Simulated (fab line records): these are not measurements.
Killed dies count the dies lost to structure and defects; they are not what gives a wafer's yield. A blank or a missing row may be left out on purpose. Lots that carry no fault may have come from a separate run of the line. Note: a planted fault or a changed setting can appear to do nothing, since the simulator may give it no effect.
Matching of chambers :: flow nand_harc :: NHARC_A_CHANNEL_FILL_D1_ETCHBACK_20 on rie_diel-07: 4 sister chambers
The step etches the open film in C4F8/O2/Ar, target depth 27 nm, time 13.5 s. 20 wafers are shown with their chamber, then 10 later ones without.

## WAFERS WITH THEIR CHAMBER
wafer: L074.2
chamber: 1
rf_vpp_V (V): 984
oes_product_au (a.u.): 1.01

wafer: L074.4
chamber: 2
rf_vpp_V (V): 987
oes_product_au (a.u.): 1.01

wafer: L074.5
chamber: 2
rf_vpp_V (V): 987
oes_product_au (a.u.): 0.99

wafer: L077.2
chamber: 2
rf_vpp_V (V): 989
oes_product_au (a.u.): 0.93

wafer: L077.4
chamber: 1
rf_vpp_V (V): 984
oes_product_au (a.u.): 0.93

wafer: L077.6
chamber: 1
rf_vpp_V (V): 983
oes_product_au (a.u.): 0.93

wafer: L080.3
chamber: 3
rf_vpp_V (V): 986
oes_product_au (a.u.): 0.92

wafer: L080.4
chamber: 0
rf_vpp_V (V): 982
oes_product_au (a.u.): 0.92

wafer: L080.6
chamber: 1
rf_vpp_V (V): 983
oes_product_au (a.u.): 0.93

wafer: L081.1
chamber: 2
rf_vpp_V (V): 986
oes_product_au (a.u.): 0.92

wafer: L081.5
chamber: 2
rf_vpp_V (V): 988
oes_product_au (a.u.): 0.93

wafer: L081.6
chamber: 1
rf_vpp_V (V): 984
oes_product_au (a.u.): 0.93

wafer: L085.2
chamber: 3
rf_vpp_V (V): 985
oes_product_au (a.u.): 1.00

wafer: L085.3
chamber: 2
rf_vpp_V (V): 987
oes_product_au (a.u.): 1.01

wafer: L085.5
chamber: 0
rf_vpp_V (V): 980
oes_product_au (a.u.): 1.00

wafer: L086.2
chamber: 2
rf_vpp_V (V): 987
oes_product_au (a.u.): 0.99

wafer: L086.3
chamber: 1
rf_vpp_V (V): 983
oes_product_au (a.u.): 1.00

wafer: L086.6
chamber: 0
rf_vpp_V (V): 981
oes_product_au (a.u.): 0.99

wafer: L088.3
chamber: 0
rf_vpp_V (V): 980
oes_product_au (a.u.): 0.91

wafer: L088.4
chamber: 3
rf_vpp_V (V): 986
oes_product_au (a.u.): 0.92

SIGNATURES (averages over the wafers above)
reading: rf_vpp_V
chamber 0: 980.75
chamber 1: 983.50
chamber 2: 987.29
chamber 3: 985.67
scatter within a chamber: 0.804

reading: oes_product_au
chamber 0: 0.9550
chamber 1: 0.9550
chamber 2: 0.9686
chamber 3: 0.9467
scatter within a chamber: 0.0418
Rule: for each reading, subtract the chamber's mean from the wafer's reading, divide by that reading's scatter and square the result; add these up over the readings and take the root, which gives the wafer's distance from the chamber. The wafer belongs to the nearest chamber; if the next one is less than 2 further off, it can't be placed. The scatter: the root of (the sum of the squares of (reading less its chamber's mean) over the shown wafers, divided by (wafers less chambers)).

## WAFERS WITHOUT THEIR CHAMBER
wafer: L088.6
rf_vpp_V (V): 981
oes_product_au (a.u.): 0.91

wafer: L090.1
rf_vpp_V (V): 982
oes_product_au (a.u.): 1.00

wafer: L090.2
rf_vpp_V (V): 987
oes_product_au (a.u.): 0.99

wafer: L090.6
rf_vpp_V (V): 983
oes_product_au (a.u.): 1.01

wafer: L093.2
rf_vpp_V (V): 988
oes_product_au (a.u.): 0.94

wafer: L093.3
rf_vpp_V (V): 980
oes_product_au (a.u.): 0.91

wafer: L093.4
rf_vpp_V (V): 983
oes_product_au (a.u.): 0.93

wafer: L095.1
rf_vpp_V (V): 984
oes_product_au (a.u.): 0.94

wafer: L095.2
rf_vpp_V (V): 987
oes_product_au (a.u.): 0.93

wafer: L095.5
rf_vpp_V (V): 987
oes_product_au (a.u.): 0.92

## WHICH CHAMBER EACH WENT THROUGH
wafer: L088.6
from the rows above: 0
in truth: 0

wafer: L090.1
from the rows above: can't be placed: 0 or 1
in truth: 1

wafer: L090.2
from the rows above: can't be placed: 2 or 3
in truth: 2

wafer: L090.6
from the rows above: can't be placed: 1 or 0
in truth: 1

wafer: L093.2
from the rows above: can't be placed: 2 or 3
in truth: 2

wafer: L093.3
from the rows above: 0
in truth: 0

wafer: L093.4
from the rows above: can't be placed: 1 or 0
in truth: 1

wafer: L095.1
from the rows above: can't be placed: 1 or 3
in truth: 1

wafer: L095.2
from the rows above: can't be placed: 2 or 3
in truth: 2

wafer: L095.5
from the rows above: can't be placed: 2 or 3
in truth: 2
Correctly placed: 2 of 10. These rows do not allow placing 8 (true chamber among the candidates in 8). Placed wrongly: 0.
